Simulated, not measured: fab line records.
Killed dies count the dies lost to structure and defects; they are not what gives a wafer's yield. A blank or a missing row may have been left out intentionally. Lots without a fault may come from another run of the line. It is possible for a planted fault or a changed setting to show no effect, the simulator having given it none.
A struck lot beside a sound one + flow nand-harc + 20 steps out of a route of 1302
Sound: these wafers, L428.1, L428.3, L428.5. Struck: wafers L440.4, L440.5 (left out: L440.3, a lot-mate that was not struck); the cause follows at the end.
At each step with rows: each side's tool, then ch and its chambers, then its first start. Under that, the readings that differ: sound wafers + struck wafers + difference of the means + sigmas: that difference in standard deviations of wafers without a fault.
alike: words and numbers the same on both sides, and readings whose means are apart by under 2 such deviations; not compared: readings that were withheld, readings missing a value for some wafer, numbers with overlapping values and no deviation given by the record, and bounds like >300 which may hide the same value.
The two part at a step that has a row with sigmas, a row that says differs or no value, or rows on one side only. Numbers that have no deviation but don't overlap get no sigmas and don't part them. A reading that every wafer of one side lacks parts them only if that side has two wafers or more.

NHARC_P_CONTACT_CMP_24: polishes, t overpolish 30 s, target thk 200 nm.
  sound on cmp-02 ch 0,1,3, day 7 18:09; struck on cmp-01 ch 1,3, day 12 15:33
| reading                | sound          | struck    | difference | sigmas |
|------------------------|----------------|-----------|------------|--------|
| time-to-endpoint-s (s) | 43.5 41.7 40.1 | 36.4 37.7 | -4.7       | -2     |
  alike: motor-current-A, overpolish-run-s
following that, these wafers have no rows for 1 step: NHARC_P_CONTACT_SRD_26.
NHARC_P_CONTACT_INSPECT_27:
  sound on defect-inspect-01, day 7 18:33; struck on defect-inspect-02, day 12 15:56
  alike: raw-defect-count
then, 8 steps without rows for these wafers: NHARC_P_M0_DEP_00 (deposits SiOC, target thk 150 nm); NHARC_P_M0_DEHYDRATE_01 (time 120 s); NHARC_P_M0_HMDS_02 (time 30 s); NHARC_P_M0_COAT_33 (time 65 s); NHARC_P_M0_COAT_03 (resist thk 90 nm); NHARC_P_M0_SOFTBAKE_04 (time 55 s); NHARC_P_M0_EBR_05; NHARC_P_M0_EXPOSE_06 (exposes mask P M0, target cd 90 nm).
NHARC_P_M0_PEB_07: peb time 65 s.
  sound on litho-track-04 ch 0, day 7 19:23; struck on litho-track-01 ch 0, day 12 16:41
| reading                  | sound                | struck      | difference                    | sigmas      |
|--------------------------|----------------------|-------------|-------------------------------|-------------|
| heater-power-total-W (W) | 157.0 157.2 156.0    | 205.7 205.7 | +49.0                         | +99 or more |
| plate-temp-C (C)         | 100.10 100.00 100.09 | - -         | no value on the struck wafers |             |
then, 1 step without rows for these wafers: NHARC_P_M0_DEVELOP_08 (develop time 35 s).
NHARC_P_M0_CD_MEAS_09: the cd target is 90 nm.
  sound on cd-sem-02 ch 0, day 7 19:28; struck on cd-sem-01 ch 0, day 12 16:46
| reading    | sound          | struck    | difference | sigmas |
|------------|----------------|-----------|------------|--------|
| cd-nm (nm) | 90.5 90.0 90.3 | 70.8 71.3 | -19.2      | -38    |
NHARC_P_M0_OVL_MEAS_10: pitch 180 nm.
  sound on overlay-01, day 7 19:33; struck on overlay-02, day 12 16:50
  alike: overlay-x-nm, overlay-y-nm
NHARC_P_M0_INSPECT_11:
  sound on defect-inspect-01, day 7 19:35; struck on defect-inspect-02, day 12 16:53
  alike: raw-defect-count
NHARC_P_M0_DESCUM_14: chemistry O2, time 3 s.
  sound on rie-diel-09 ch 0,2,3, day 7 19:39; struck on rie-diel-09 ch 0,3, day 12 16:56
| reading               | sound             | struck     | difference | sigmas |
|-----------------------|-------------------|------------|------------|--------|
| model.P_M0.cd-nm (nm) | 90.33 89.72 90.02 | 71.2 71.56 | -18.6      |        |
  alike: drypump-motor-current-A, o2-flow-sccm, oes-product-au, rf-vpp-V, showerhead-plenum-p-Torr, throttle-valve-pct
  not compared: rf-hours-counter-h
NHARC_P_M0_ETCH_34: etches the open film in N2/H2, target depth 40 nm, overetch 12 nm, time 43.94 s.
  sound on rie-diel-09 ch 1,2,3, day 7 19:44; struck on rie-diel-09 ch 1,2, day 12 17:02
| reading             | sound             | struck      | difference | sigmas |
|---------------------|-------------------|-------------|------------|--------|
| h2-flow-sccm (sccm) | 149.8 150.1 150.5 | 149.1 149.1 | -1.0       | -2     |
  alike: drypump-motor-current-A, oes-product-au, rf-vpp-V, showerhead-plenum-p-Torr, throttle-valve-pct
  not compared: rf-hours-counter-h
NHARC_P_M0_ETCH_15: etches the open film in C4F8/Ar, target depth 150 nm, overetch 15 nm, time 82.5 s.
  sound on rie-diel-09 ch 0,1,3; struck on rie-diel-09 ch 0
| reading               | sound          | struck      | difference | sigmas |
|-----------------------|----------------|-------------|------------|--------|
| model.P_M0.cd-nm (nm) | 90 89.61 89.85 | 71.09 71.57 | -18.49     |        |
  alike: oes-product-au, rf-vpp-V
  not compared: rf-hours-counter-h
NHARC_P_M0_CD_MEAS_16:
  sound on cd-sem-03, day 7 19:56; struck on cd-sem-03, day 12 17:15
| reading    | sound          | struck    | difference | sigmas |
|------------|----------------|-----------|------------|--------|
| cd-nm (nm) | 89.6 89.6 89.7 | 71.2 71.8 | -18.1      | -28    |

== WHERE THEY PART ==
Earliest at NHARC_P_CONTACT_CMP_24; latest, in this record, at NHARC_P_M0_CD_MEAS_16.

WHY: what had been put in by the simulator
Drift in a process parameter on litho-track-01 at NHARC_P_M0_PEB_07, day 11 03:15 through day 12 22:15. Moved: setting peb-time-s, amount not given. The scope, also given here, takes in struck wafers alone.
